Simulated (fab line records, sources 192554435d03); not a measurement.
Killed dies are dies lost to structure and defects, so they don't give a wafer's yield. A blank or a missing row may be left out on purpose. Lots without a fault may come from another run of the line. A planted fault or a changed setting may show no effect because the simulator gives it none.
One fault seen from 3 desks | flow n5_finfet | each desk has only its own numbers; what lay behind them comes last

THE DEFECT DESK
What the inspections along the route counted, lot by lot: means of the sampled wafers that have a number. A lot is out of limits, marked OUT, if its mean lies more than 4 standard deviations from the usual mean; the brackets give that distance.
Columns: A = raw_defect_count at N5_HKMG_FIN_INSPECT_61, usual 1.9
lot  | first seen here | A
L114 | day 6 02:26     | 1.0
L115 | day 6 08:46     | 2.0
L118 | day 7 03:56     | 2.0
L119 | day 7 07:01     | 1.7
L122 | day 8 06:19     | 3.0
L126 | day 8 22:21     | 1.5
This desk's finding: nothing out of limits on any of the 6 lots.

THE TOOL OWNER'S DESK: ald_metal-03
The tool's own readings at N5_HKMG_FIN_ALD_79 (deposits TiN, target thk 1.5 nm, pulse time 1 s, purge time 3 s): means of the sampled wafers that have a number, for each lot that ran on this tool. A lot is out of limits, marked OUT, if its mean lies more than 4 standard deviations from the usual mean; the brackets give that distance.
Columns: A = heater_power_w at N5_HKMG_FIN_ALD_79, usual 924 W; B = precursor_pulse_height_rel at N5_HKMG_FIN_ALD_79, usual 0.997
lot  | first seen here | A   | B
L118 | day 7 05:36     | 882 | 0.989
L119 | day 7 08:27     | 886 | 1.012
L122 | day 8 07:43     | 855 | 0.978
L126 | day 8 23:50     | 908 | 0.999
This desk's finding: nothing out of limits on any of the 4 lots.

THE METROLOGY DESK
What the gauges read, lot by lot, whatever tool the lot ran on: means of the sampled wafers that have a number. A lot is out of limits, marked OUT, if its mean lies more than 4 standard deviations from the usual mean; the brackets give that distance. Of its 10 readings 7 are shown: those that lie furthest out on some lot.
Columns: A = DIBL_N at N5_BEOL_M4_RC_MEAS_101, usual 36.4 mV/V; B = IOFF_P at N5_BEOL_M4_RC_MEAS_101, usual 0.211 nA/um; C = ION_N at N5_BEOL_M4_RC_MEAS_101, usual 671 uA/um; D = ION_P at N5_BEOL_M4_RC_MEAS_101, usual 462 uA/um; E = SS_N at N5_BEOL_M4_RC_MEAS_101, usual 71.5 mV/dec; F = SS_P at N5_BEOL_M4_RC_MEAS_101, usual 73.4 mV/dec; G = VT_P at N5_BEOL_M4_RC_MEAS_101, usual -250.1 mV
lot  | first seen here | A    | B     | C   | D   | E    | F    | G
L114 | day 9 22:39     | 36.2 | 0.221 | 669 | 463 | 71.5 | 74.2 | -250.5
L115 | day 10 08:28    | 37.9 | 0.221 | 675 | 463 | 71.3 | 73.1 | -248.3
L118 | day 10 20:40    | 36.8 | 0.239 | 677 | 471 | 71.2 | 73.6 | -245.0
L119 | day 11 04:12    | 36.7 | 0.187 | 668 | 459 | 71.1 | 72.8 | -252.9
L122 | day 12 09:55    | 37.6 | 0.236 | 667 | 461 | 72.1 | 73.6 | -247.9
L126 | day 12 19:57    | 36.5 | 0.216 | 682 | 470 | 71.5 | 73.9 | -250.1
This desk's finding: nothing out of limits on any of the 6 lots.

PUT TOGETHER
The defect desk saw nothing out of limits.
The tool owner's desk saw nothing out of limits.
The metrology desk saw nothing out of limits.

WHAT THE SIMULATOR HAD PUT IN
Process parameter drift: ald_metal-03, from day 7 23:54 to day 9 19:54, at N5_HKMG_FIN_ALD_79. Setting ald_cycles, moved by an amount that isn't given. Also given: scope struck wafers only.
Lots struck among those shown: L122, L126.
